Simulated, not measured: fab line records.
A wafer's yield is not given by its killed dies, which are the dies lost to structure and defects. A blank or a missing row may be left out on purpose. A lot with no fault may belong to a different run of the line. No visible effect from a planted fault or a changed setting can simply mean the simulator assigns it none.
fab line records | flow n5Finfet | part 1 of 2: steps 1 to 21 of 29
record lots=5 wafers=15 lastDay=18
route steps=1938 shown BEOL_M3@943
lots that met no fault: taken from a fault-free run of the same line
startH: start of the lot's first displayed wafer, in hours after the record's first day | waitH: hours since the lot's step before | " same as the row above | L1.1+2: a row that stands for several wafers | - no value, or no start was given | * or withheld: withheld | < > ~ a bound
route shown NAME@n: a module of which the file shows steps, and the number in the route of the first | usual: mean/standard deviation of fault-free wafers | same: alike in all rows | chamber/n: place in a boat | sites: per-site readings | _std_site: standard deviation of those values | _edge_site: the outer-site mean with the inner-site mean subtracted | radiusMm: how far each site lies from the wafer's centre | mask NAME#n: copy n | behind: the tool/chamber that last shaped the wafer | hold: reason for holding the lot/hours on hold/outcome of the hold | device: the transistor (n, p or np) that didn't switch | end of line: the route-end tests of the same wafers | a step given without rows: its recipe and nothing more | killed: dies lost to structure and defects at the first sort, not the wafer's yield | map: shows each die of a wafer: x if killed, . if not, _ if none is there
set.NAME: the setting as run; set.NAME@STEP: as run at that earlier step | model.NAME: the simulator's own value behind a step, which no gauge read
lots seen at some steps along the route; tables by step, rows by wafer
services: from which hour (startH, from the record's first day; less than 0 if before it) a tool's chamber was out of use, for how many hours, and why
## steps
# step N5_BEOL_M3_DEVELOP_10
# recipe developTimeS=30 developer=TMAH resist=CAR-EUV rinseLiquid=surfactantRinse dry=airSpin devTempC=23
# columns lot.wafer tool chamber startH waitH
L084.2+4+5 lithoTrack-01 0 - -
L085.3+4+5 lithoTrack-01 0 - -
L086.1+2+6 lithoTrack-01 0 - -
L092.1+3+4 lithoTrack-05 0 - -
L096.2+4+6 lithoTrack-05 0 - -
# step N5_BEOL_M3_CD_MEAS_11
# recipe targetCdNm=17.05 landingEnergyEv=500 detector=seInlens polarity=opening
# usual cdNm=17.09/0.25
# columns lot.wafer tool chamber startH waitH cdNm
L084.2 cdSem-02 0 205.25 - 16.62
L084.4 " 0 " " 16.96
L084.5 " 0 " " 16.77
L085.3 cdSem-01 0 208.86 - 17.12
L085.4 " 0 " " 16.92
L085.5 " 0 " " 16.92
L086.1 cdSem-02 0 232.93 - 17.10
L086.2 " 0 " " 16.93
L086.6 " 0 " " 17.62
L092.1 cdSem-02 0 261.41 - 17.18
L092.3 " 0 " " 17.37
L092.4 " 0 " " 17.37
L096.2 cdSem-03 0 292.00 - 17.21
L096.4 " 0 " " 17.05
L096.6 " 0 " " 17.11
# step N5_BEOL_M3_OVL_MEAS_12
# recipe pointsPerWafer=522
# usual M3_OVL=-0.3/0.7
# columns lot.wafer tool chamber startH waitH M3_OVL[nm]
L084.2 overlay-01 0 205.29 0.0 -1.2
L084.4 " 0 " " 0.0
L084.5 " 0 " " -0.4
L085.3 overlay-02 0 208.90 0.0 0.6
L085.4 " 0 " " -0.9
L085.5 " 0 " " -0.2
L086.1 overlay-02 0 232.96 0.0 -0.5
L086.2 " 0 " " 0.5
L086.6 " 0 " " 0.9
L092.1 overlay-01 0 261.44 0.0 -0.4
L092.3 " 0 " " 0.6
L092.4 " 0 " " -0.5
L096.2 overlay-01 0 292.04 0.0 -0.4
L096.4 " 0 " " 0.1
L096.6 " 0 " " -0.1
# step N5_BEOL_M3_INSPECT_13
# recipe mode=adi inspectInstrument=brightfield
# usual rawDefectCount=431/110
# columns lot.wafer tool chamber startH waitH rawDefectCount
L084.2 defectInspect-01 - 205.34 0.0 313
L084.4 " - " " 395
L084.5 " - " " 461
L085.3 defectInspect-02 - 208.95 0.0 381
L085.4 " - " " 426
L085.5 " - " " 406
L086.1 defectInspect-02 - 233.01 0.1 818
L086.2 " - " " 541
L086.6 " - " " 533
L092.1 defectInspect-01 - 261.50 0.1 484
L092.3 " - " " 398
L092.4 " - " " 508
L096.2 defectInspect-02 - 292.09 0.0 750
L096.4 " - " " 633
L096.6 " - " " 571
# step N5_BEOL_M3_DESCUM_16
# recipe chemistry=O2 timeS=7 sourcePowerW=50 biasPowerW=20 pressureMtorr=20 rfFrequencyHz=2.712e+07 tempC=40 resist=CAR-EUV o2FlowSccm=225
# usual drypumpMotorCurrentA=5.6/0.49 oesProductAu=0.79/0.063 rfVppV=243.1/1.3 showerheadPlenumPTorr=2.08/0.07 throttleValvePct=20.32/0.18
# columns lot.wafer tool chamber startH waitH drypumpMotorCurrentA oesProductAu rfHoursCounterH rfVppV showerheadPlenumPTorr throttleValvePct
L084.2 rieDiel-06 1 205.37 0.0 5.5 0.78 126 241.0 1.93 20.48
L084.4 " 0 " " 5.9 0.73 170 245.0 2.16 20.18
L084.5 " 1 " " 5.5 0.80 - 240.3 1.93 20.48
L085.3 rieDiel-05 0 208.99 0.0 5.6 0.69 212 242.3 2.08 20.63
L085.4 " 1 " " 6.5 0.90 12 242.9 2.05 20.23
L085.5 " 1 " " 6.5 0.91 - 242.7 2.05 20.22
L086.1 rieDiel-03 3 233.05 0.0 5.1 0.81 106 244.4 2.19 20.39
L086.2 " 0 " " 5.5 0.74 182 242.7 2.09 20.31
L086.6 " 3 " " 5.1 0.80 - 244.6 2.19 20.40
L092.1 rieDiel-03 0 261.58 0.1 5.5 0.73 190 243.6 2.08 20.34
L092.3 " 3 " " 5.1 0.80 115 245.2 2.19 20.39
L092.4 " 1 " " 5.4 0.86 64 241.1 2.03 20.15
L096.2 rieDiel-06 2 292.48 0.4 6.1 0.75 141 242.1 2.11 20.75
L096.4 " 2 " " 6.0 0.74 - 243.8 2.11 20.77
L096.6 " 1 " " 5.5 0.77 - 240.5 1.92 20.51
# step N5_BEOL_M3_ETCH_74
# recipe chemistry=N2/H2 target=underlayer targetDepthA=65 maskMaterial=CAR-EUV timeS=5.2 ionEnergyEv=200 pressureMtorr=30 sourceW=840 biasW=150 n2FlowSccm=200 h2FlowSccm=200 ends=cleared
# usual drypumpMotorCurrentA=5.6/0.49 etchRfOnTimeS=5.17/0.14 oesProductAu=0.68/0.054 rfVppV=523.5/2.6 showerheadPlenumPTorr=2.53/0.085 throttleValvePct=17.74/0.22
# columns lot.wafer tool chamber startH waitH drypumpMotorCurrentA etchRfOnTimeS oesProductAu rfHoursCounterH rfVppV showerheadPlenumPTorr throttleValvePct
L084.2 rieDiel-06 1 205.41 0.0 5.5 5.04 0.68 126 515.9 2.36 18.13
L084.4 " 0 " " 5.9 5.05 0.64 170 527.2 2.65 17.68
L084.5 " 1 " " 5.5 5.08 0.68 - 517.9 2.36 18.10
L085.3 rieDiel-05 0 209.03 0.0 5.6 5.33 0.60 212 524.3 2.51 17.98
L085.4 " 1 " " 6.5 5.09 0.78 12 523.5 2.49 17.64
L085.5 " 1 " " 6.5 5.08 0.79 - 522.0 2.49 17.62
L086.1 rieDiel-03 3 233.08 0.0 5.1 5.34 0.69 106 527.7 2.67 17.89
L086.2 " 0 " " 5.5 5.19 0.64 182 523.8 2.54 17.74
L086.6 " 3 " " 5.1 5.38 0.68 - 529.1 2.67 17.88
L092.1 rieDiel-03 0 261.61 0.0 5.4 5.12 0.62 190 524.5 2.53 17.76
L092.3 " 3 " " 5.1 5.39 0.67 115 528.5 2.66 17.90
L092.4 " 1 " " 5.4 4.95 0.73 64 522.4 2.45 17.43
L096.2 rieDiel-06 2 292.52 0.0 6.0 5.22 0.65 141 524.9 2.55 18.19
L096.4 " 2 " " 6.0 5.22 0.64 - 524.0 2.55 18.22
L096.6 " 1 " " 5.5 5.01 0.67 - 517.1 2.35 18.14
# step N5_BEOL_M3_ETCH_63
# recipe chemistry=CF4 target=SiARC targetDepthA=156 maskMaterial=CAR-EUV timeS=26 ionEnergyEv=80 pressureMtorr=40 sourceW=545 biasW=36 Ar_flow_sccm=100 cf4FlowSccm=100 ends=cleared
# usual drypumpMotorCurrentA=5.6/0.49 etchRfOnTimeS=25.9/0.64 oesProductAu=0.68/0.053 rfVppV=183.8/1.2 showerheadPlenumPTorr=2.13/0.069 throttleValvePct=15.53/0.15
# columns lot.wafer tool chamber startH waitH drypumpMotorCurrentA etchRfOnTimeS oesProductAu rfHoursCounterH rfVppV showerheadPlenumPTorr throttleValvePct
L084.2 rieDiel-06 1 205.42 0.0 5.5 25.6 0.69 126 182.1 1.99 15.73
L084.4 " 0 " " 5.9 25.6 0.65 170 185.6 2.22 15.51
L084.5 " 1 " " 5.5 25.4 0.68 - 183.4 1.99 15.72
L085.3 rieDiel-05 0 209.04 0.0 5.6 27.0 0.59 212 183.2 2.12 15.80
L085.4 " 1 " " 6.5 26.5 0.77 12 182.8 2.10 15.35
L085.5 " 1 " " 6.5 26.2 0.78 - 182.4 2.10 15.35
L086.1 rieDiel-03 3 233.10 0.0 5.1 26.4 0.69 106 184.7 2.25 15.63
L086.2 " 0 " " 5.5 25.6 0.64 182 183.8 2.12 15.49
L086.6 " 3 " " 5.1 26.2 0.68 - 186.7 2.25 15.65
L092.1 rieDiel-03 0 261.63 0.0 5.5 25.7 0.63 190 184.1 2.12 15.53
L092.3 " 3 " " 5.1 26.8 0.68 115 185.2 2.25 15.65
L092.4 " 1 " " 5.4 24.6 0.74 64 183.9 2.09 15.38
L096.2 rieDiel-06 2 292.53 0.0 6.0 26.5 0.64 141 185.0 2.15 15.85
L096.4 " 2 " " 6.0 26.3 0.63 - 183.2 2.15 15.84
L096.6 " 1 " " 5.6 25.5 0.66 - 182.6 1.98 15.78
# step N5_BEOL_M3_ETCH_64
# recipe chemistry=N2/H2 target=SOC targetDepthA=750 overetchA=150 maskMaterial=SiARC tempC=40 timeS=112.5 ionEnergyEv=200 pressureMtorr=30 sourceW=840 biasW=150 n2FlowSccm=200 h2FlowSccm=200
# usual drypumpMotorCurrentA=5.6/0.49 oesProductAu=0.63/0.046 rfVppV=523.5/2.5 showerheadPlenumPTorr=2.53/0.085 throttleValvePct=17.71/0.22
# columns lot.wafer tool chamber startH waitH drypumpMotorCurrentA oesProductAu rfHoursCounterH rfVppV showerheadPlenumPTorr throttleValvePct
L084.2 rieDiel-06 1 205.45 0.0 5.6 0.62 126 517.9 2.36 18.06
L084.4 " 0 " " 5.9 0.59 170 527.1 2.65 17.66
L084.5 " 1 " " 5.5 0.62 - 519.3 2.36 18.05
L085.3 rieDiel-05 0 209.07 0.0 5.5 0.57 212 523.7 2.51 17.95
L085.4 " 1 " " 6.5 0.72 12 523.4 2.49 17.59
L085.5 " 1 " " 6.5 0.72 - 522.7 2.49 17.60
L086.1 rieDiel-03 3 233.13 0.0 5.1 0.64 106 527.1 2.67 17.84
L086.2 " 0 " " 5.5 0.59 182 523.7 2.54 17.69
L086.6 " 3 " " 5.1 0.64 - 526.5 2.67 17.84
L092.1 rieDiel-03 0 261.66 0.0 5.5 0.58 190 524.0 2.53 17.70
L092.3 " 3 " " 5.1 0.64 115 526.9 2.66 17.86
L092.4 " 1 " " 5.4 0.66 64 520.8 2.45 17.40
L096.2 rieDiel-06 2 292.56 0.0 6.1 0.60 141 524.3 2.55 18.17
L096.4 " 2 " " 6.0 0.60 - 524.5 2.55 18.17
L096.6 " 1 " " 5.6 0.60 - 519.4 2.35 18.11
# step N5_BEOL_M3_STRIP_65
# recipe chemistry=N2/H2 tempC=40 n2FlowSccm=200 h2FlowSccm=200 rfFrequencyHz=6e+07
# columns lot.wafer tool chamber startH waitH
L084.2+4+5 rieDiel-06 1,0,1 205.56 0.1
L085.3+4+5 rieDiel-05 0,1,1 209.18 0.1
L086.1+2+6 rieDiel-03 3,0,3 233.24 0.1
L092.1+3+4 rieDiel-03 0,3,1 261.77 0.1
L096.2+4+6 rieDiel-06 2,2,1 292.67 0.1
# step N5_BEOL_M3_STRIP_75
# recipe chemistry=N2/H2 tempC=40 n2FlowSccm=200 h2FlowSccm=200 rfFrequencyHz=6e+07
# columns lot.wafer tool chamber startH waitH
L084.2+4+5 rieDiel-06 1,0,1 205.57 0.0
L085.3+4+5 rieDiel-05 0,1,1 209.19 0.0
L086.1+2+6 rieDiel-03 3,0,3 233.25 0.0
L092.1+3+4 rieDiel-03 0,3,1 261.78 0.0
L096.2+4+6 rieDiel-06 2,2,1 292.68 0.0
# step N5_BEOL_M3_STRIP_66
# recipe chemistry=CF4 resist=SiARC powerW=300 biasPowerW=75 pressureMtorr=50 cf4FlowSccm=150 rfFrequencyHz=6e+07
# usual drypumpMotorCurrentA=5.6/0.49 oesProductAu=0.78/0.057 rfVppV=271.0/1.4 showerheadPlenumPTorr=1.79/0.057 throttleValvePct=13.51/0.17
# columns lot.wafer tool chamber startH waitH drypumpMotorCurrentA oesProductAu rfHoursCounterH rfVppV showerheadPlenumPTorr throttleValvePct
L084.2 rieDiel-06 1 205.58 0.0 5.5 0.78 126 267.2 1.68 13.75
L084.4 " 0 " " 5.9 0.74 170 272.2 1.88 13.58
L084.5 " 1 " " 5.5 0.78 - 269.8 1.68 13.75
L085.3 rieDiel-05 0 209.20 0.0 5.6 0.70 212 270.2 1.79 13.84
L085.4 " 1 " " 6.5 0.89 12 270.3 1.76 13.28
L085.5 " 1 " " 6.5 0.90 - 271.0 1.76 13.26
L086.1 rieDiel-03 3 233.26 0.0 5.1 0.79 106 271.8 1.88 13.62
L086.2 " 0 " " 5.5 0.72 182 271.3 1.79 13.53
L086.6 " 3 " " 5.1 0.80 - 273.1 1.89 13.62
L092.1 rieDiel-03 0 261.79 0.0 5.5 0.72 190 270.0 1.79 13.56
L092.3 " 3 " " 5.1 0.79 115 272.7 1.88 13.62
L092.4 " 1 " " 5.4 0.83 64 270.1 1.75 13.34
L096.2 rieDiel-06 2 292.69 0.0 6.0 0.75 141 271.0 1.79 13.79
L096.4 " 2 " " 6.0 0.74 - 270.5 1.79 13.78
L096.6 " 1 " " 5.6 0.76 - 268.0 1.67 13.78
# step N5_BEOL_M3_HM_OPEN_17
# recipe chemistry=Cl2/BCl3 targetDepthA=200 overetchA=60 target=TiN maskMaterial=SOC ionEnergyEv=150 pressureMtorr=10 icpW=1000 biasW=126 Cl2_flow_sccm=53.25 bcl3FlowSccm=21.75 Ar_flow_sccm=25
# usual drypumpMotorCurrentA=5.6/0.33 heBacksideLeakSccm=3.27/0.16 oesProductAu=0.65/0.09 throttleValvePct=22.17/0.21
# columns lot.wafer tool chamber startH waitH drypumpMotorCurrentA heBacksideLeakSccm oesProductAu rfHoursCounterH throttleValvePct
L084.2 rieMetal-03 1 205.62 0.0 5.5 3.44 0.80 4 22.04
L084.4 " 0 " " 6.0 3.14 0.62 - 22.32
L084.5 " 0 " " 6.0 3.01 0.61 - 22.33
L085.3 rieMetal-02 0 209.27 0.1 5.1 3.41 0.72 - 21.90
L085.4 " 1 " " 5.5 3.17 0.58 - 21.91
L085.5 " 0 " " 5.1 3.13 0.71 - 21.91
L086.1 rieMetal-03 1 233.30 0.0 5.5 3.16 0.78 6 22.04
L086.2 " 0 " " 6.0 3.40 0.62 66 22.33
L086.6 " 1 " " 5.5 2.99 0.77 - 22.04
L092.1 rieMetal-03 1 261.83 0.0 5.5 3.24 0.75 10 22.05
L092.3 " 1 " " 5.5 3.52 0.75 - 22.07
L092.4 " 0 " " 6.0 3.19 0.60 - 22.36
L096.2 rieMetal-02 0 292.73 0.0 5.1 3.38 0.70 30 21.90
L096.4 " 1 " " 5.5 3.07 0.57 - 21.93
L096.6 " 1 " " 5.5 3.21 0.57 - 21.94
# step N5_BEOL_M3_STRIP_19
# recipe chemistry=O2 powerW=400 tempC=40 pressureMtorr=30 rfFrequencyHz=6e+07 biasPowerW=0 overashFraction=0.2 o2FlowSccm=225
# usual drypumpMotorCurrentA=5.7/0.45 oesProductAu=0.78/0.061 rfVppV=3.7/0.49 showerheadPlenumPTorr=2.09/0.072 throttleValvePct=16.62/0.18
# columns lot.wafer tool chamber startH waitH drypumpMotorCurrentA oesProductAu rfHoursCounterH rfVppV showerheadPlenumPTorr throttleValvePct
L084.2 rieDiel-06 3 205.78 0.1 5.7 0.74 165 3.6 2.16 16.56
L084.4 " 1 " " 5.5 0.79 126 4.0 1.94 16.75
L084.5 " 0 " " 5.9 0.74 - 4.1 2.17 16.49
L085.3 rieDiel-03 3 209.35 0.1 5.1 0.81 98 3.8 2.20 16.63
L085.4 " 1 " " 5.4 0.87 48 4.9 2.04 16.38
L085.5 " 2 " " 6.1 0.74 - 3.4 2.00 16.36
L086.1 rieDiel-03 2 233.41 0.1 6.1 0.74 182 3.8 2.00 16.38
L086.2 " 1 " " 5.4 0.86 56 3.5 2.03 16.38
L086.6 " 2 " " 6.1 0.74 - 4.0 1.99 16.39
L092.1 rieDiel-05 0 262.02 0.2 5.6 0.69 228 2.9 2.08 16.90
L092.3 " 1 " " 6.5 0.88 29 3.9 2.05 16.48
L092.4 " 2 " " 4.8 0.83 74 3.9 2.12 16.52
L096.2 rieDiel-06 0 292.84 0.1 5.9 0.72 195 3.5 2.16 16.54
L096.4 " 1 " " 5.5 0.77 - 3.4 1.93 16.79
L096.6 " 2 " " 6.0 0.75 - 3.5 2.12 16.99
# step N5_BEOL_M3_CD_MEAS_18
# recipe pitchNm=36 targetCdNm=18
# usual cdNm=18.0/0.3
# columns lot.wafer tool chamber startH waitH cdNm
L084.2 cdSem-02 - 205.85 0.1 17.9
L084.4 " - " " 17.9
L084.5 " - " " 17.2
L085.3 cdSem-01 - 209.42 0.1 18.2
L085.4 " - " " 18.0
L085.5 " - " " 18.5
L086.1 cdSem-01 - 233.48 0.0 17.6
L086.2 " - " " 17.7
L086.6 " - " " 17.8
L092.1 cdSem-03 - 262.09 0.0 17.9
L092.3 " - " " 17.7
L092.4 " - " " 18.1
L096.2 cdSem-03 - 292.92 0.1 18.3
L096.4 " - " " 17.8
L096.6 " - " " 18.3
# step N5_BEOL_M3_COAT_67
# recipe resist=SOC tempC=250 timeS=60 spinRpm=1500 resistThkNm=60
# usual dispensePressureKPa=51/3.9
# columns lot.wafer tool chamber startH waitH dispensePressureKPa
L084.2 lithoTrack-02 0 205.89 0.0 51
L084.4 " 0 " " 51
L084.5 " 0 " " 51
L085.3 lithoTrack-05 0 209.46 0.0 55
L085.4 " 0 " " 55
L085.5 " 0 " " 55
L086.1 lithoTrack-02 0 233.51 0.0 51
L086.2 " 0 " " 51
L086.6 " 0 " " 51
L092.1 lithoTrack-02 0 262.12 0.0 51
L092.3 " 0 " " 51
L092.4 " 0 " " 51
L096.2 lithoTrack-02 0 292.95 0.0 51
L096.4 " 0 " " 51
L096.6 " 0 " " 51
# step N5_BEOL_M3_COAT_68
# recipe resist=SiARC tempC=220 timeS=60 spinRpm=1500 resistThkNm=12
# usual dispensePressureKPa=51/3.9
# columns lot.wafer tool chamber startH waitH dispensePressureKPa
L084.2 lithoTrack-02 0 - - 51
L084.4 " 0 " " 51
L084.5 " 0 " " 51
L085.3 lithoTrack-05 0 - - 55
L085.4 " 0 " " 55
L085.5 " 0 " " 55
L086.1 lithoTrack-02 0 - - 51
L086.2 " 0 " " 51
L086.6 " 0 " " 51
L092.1 lithoTrack-02 0 - - 51
L092.3 " 0 " " 51
L092.4 " 0 " " 51
L096.2 lithoTrack-02 0 - - 51
L096.4 " 0 " " 51
L096.6 " 0 " " 51
# step N5_BEOL_M3_COAT_76
# recipe resist=underlayer tempC=205 timeS=60 spinRpm=1500 resistThkNm=5
# usual dispensePressureKPa=51/3.9
# columns lot.wafer tool chamber startH waitH dispensePressureKPa
L084.2 lithoTrack-02 0 - - 51
L084.4 " 0 " " 51
L084.5 " 0 " " 51
L085.3 lithoTrack-05 0 - - 55
L085.4 " 0 " " 55
L085.5 " 0 " " 55
L086.1 lithoTrack-02 0 - - 51
L086.2 " 0 " " 51
L086.6 " 0 " " 51
L092.1 lithoTrack-02 0 - - 51
L092.3 " 0 " " 51
L092.4 " 0 " " 51
L096.2 lithoTrack-02 0 - - 51
L096.4 " 0 " " 51
L096.6 " 0 " " 51
# step N5_BEOL_M3_COAT_22
# recipe resist=CAR-EUV spinRpm=1500 resistThkNm=30
# usual dispensePressureKPa=51/3.9
# columns lot.wafer tool chamber startH waitH dispensePressureKPa
L084.2 lithoTrack-02 0 - - 51
L084.4 " 0 " " 51
L084.5 " 0 " " 51
L085.3 lithoTrack-05 0 - - 55
L085.4 " 0 " " 55
L085.5 " 0 " " 55
L086.1 lithoTrack-02 0 - - 51
L086.2 " 0 " " 51
L086.6 " 0 " " 51
L092.1 lithoTrack-02 0 - - 51
L092.3 " 0 " " 51
L092.4 " 0 " " 51
L096.2 lithoTrack-02 0 - - 51
L096.4 " 0 " " 51
L096.6 " 0 " " 51
# step N5_BEOL_M3_EBR_24
# recipe solvent=PGMEA ebrWidthMm=1.5
# columns lot.wafer tool chamber startH waitH
L084.2+4+5 lithoTrack-02 0 - -
L085.3+4+5 lithoTrack-05 0 - -
L086.1+2+6 lithoTrack-02 0 - -
L092.1+3+4 lithoTrack-02 0 - -
L096.2+4+6 lithoTrack-02 0 - -
# step N5_BEOL_M3_SOFTBAKE_23
# recipe tempC=110 timeS=60 resist=CAR-EUV
# columns lot.wafer tool chamber startH waitH
L084.2+4+5 lithoTrack-02 0 - -
L085.3+4+5 lithoTrack-05 0 - -
L086.1+2+6 lithoTrack-02 0 - -
L092.1+3+4 lithoTrack-02 0 - -
L096.2+4+6 lithoTrack-02 0 - -
# step N5_BEOL_M3_EXPOSE_25
# recipe maskId=V2 na=0.33 sourceShape=quasar sigmaInner=0.2 sigmaOuter=0.8 polarization=unpolarized defocusNm=5 doseMj=63
# same dipoleOpeningDeg=30 sigmaOuter=0.8
# columns lot.wafer tool chamber startH waitH mask
L084.2+4+5 euvScanner-01 0 206.03 - V2#0
L085.3+4+5 euvScanner-01 0 209.61 - V2#0
L086.1+2+6 euvScanner-02 0 233.78 - V2#0
L092.1+3+4 euvScanner-02 0 262.26 - V2#0
L096.2+4+6 euvScanner-01 0 293.10 - V2#0
